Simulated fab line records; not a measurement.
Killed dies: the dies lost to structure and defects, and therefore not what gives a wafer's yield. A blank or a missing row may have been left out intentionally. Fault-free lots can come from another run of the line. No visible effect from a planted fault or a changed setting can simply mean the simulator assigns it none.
A lot that was struck, set against a sound lot | flow n5Finfet | 26 steps out of a route of 1938
Sound: the wafers L618.2, L618.4, L618.6. Wafers struck: L634.4, L634.5, L634.6. The cause is given at the end.
Order at every step that has rows: each side's tool, ch and its chambers, its first start. Under that, the readings that differ: sound wafers | struck wafers | difference of the means | sigmas: that difference in standard deviations of wafers without a fault.
alike: readings whose means differ by less than 2 such deviations, and words and numbers that are the same on both sides. not compared: withheld readings, readings that some wafer has no value for, bounds like >300 that may hide the same value, and numbers for which the record gives no deviation and whose values overlap.
The two part at a step that has a row with sigmas, a row that says differs or no value, or rows on one side only. Non-overlapping numbers with no deviation appear without sigmas and do not part them. Lack of a reading on every wafer of one side parts them only where that side has two or more wafers.

first, 9 steps without rows for these wafers: N5_MIM_TOP_LITHO_EBR_04; N5_MIM_TOP_LITHO_SOFTBAKE_03 (time 90 s); N5_MIM_TOP_LITHO_EXPOSE_05 (exposes mask MIM TOP, target cd 2000 nm); N5_MIM_TOP_LITHO_PEB_06; N5_MIM_TOP_LITHO_DEVELOP_07 (develop time 60 s); N5_MIM_TOP_LITHO_HARDBAKE_09 (time 120 s); N5_MIM_TOP_LITHO_DESCUM_10 (chemistry O2, time 7.9 s); N5_MIM_TOP_ETCH_ETCH_00 (etches TiN in Cl2/BCl3, target depth 38.5 nm); N5_MIM_TOP_ETCH_STRIP_01 (strips in O2).
N5_MIM_TOP_ETCH_PECVD_03: deposits SiNx from SiH4/NH3/N2, target thk 20 nm, time 17.6 s.
  sound on pecvd-04 ch 0,1,2, day 13 21:10; struck on pecvd-04 ch 0,1,2, day 18 16:02
reading                                        | sound                | struck      | difference                    | sigmas
susceptorTempC (C)                             | 399.98 399.98 400.07 | - - -       | no value on the struck wafers | 
model.SiNx_of_MIM_TOP_ETCH_PECVD_03.thkNm (nm) | 19.4 20 20.2         | 9.6 9.6 9.2 | -10.4                         | 
  alike: chamberPressureTorr, heaterPowerW, showerheadPlenumPTorr, throttleValvePct
then, 13 steps without rows for these wafers: N5_MIM_BOT_LITHO_HMDS_01 (time 60 s); N5_MIM_BOT_LITHO_COAT_02; N5_MIM_BOT_LITHO_EBR_04; N5_MIM_BOT_LITHO_SOFTBAKE_03 (time 90 s); N5_MIM_BOT_LITHO_EXPOSE_05 (exposes mask MIM BOT); N5_MIM_BOT_LITHO_PEB_06; N5_MIM_BOT_LITHO_DEVELOP_07 (develop time 60 s); N5_MIM_BOT_LITHO_HARDBAKE_09 (time 120 s); N5_MIM_BOT_LITHO_DESCUM_10 (chemistry O2, time 7.9 s); N5_MIM_BOT_ETCH_ETCH_04 (etches SiNx in CF4/O2, target depth 26 nm, time 13 s); N5_MIM_BOT_ETCH_ETCH_03 (etches the open film in Cl2/BCl3, target depth 12 nm); N5_MIM_BOT_ETCH_ETCH_00 (etches TiN in Cl2/BCl3, target depth 45.5 nm); N5_MIM_BOT_ETCH_STRIP_01 (strips in O2).
N5_MIM_BOT_ETCH_STRIP_02: strips in post etch residue remover, time 1200 s.
  sound on wetBench-03 ch 2,4,7, day 13 22:04; struck on wetBench-03 ch 4,6,7, day 18 17:02
reading                                        | sound          | struck      | difference | sigmas
model.SiNx_of_MIM_TOP_ETCH_PECVD_03.thkNm (nm) | 19.2 19.6 19.8 | 9.2 9.2 8.8 | -10.5      | 
then, 1 step without rows for these wafers: N5_MIM_BOT_ETCH_CLEAN_05 (cleans in IPA, time 180 s).
N5_PASSIVATION_PROBE_49:
  only the struck wafers here have rows in the record (prober-02, day 19 02:20); the sound ones have none

## WHERE THEY PART
Earliest at N5_MIM_TOP_ETCH_PECVD_03; latest, in this record, at N5_PASSIVATION_PROBE_49.

WHY: what had been put in by the simulator
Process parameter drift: pecvd-04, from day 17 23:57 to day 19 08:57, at N5_MIM_TOP_ETCH_PECVD_03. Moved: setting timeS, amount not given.
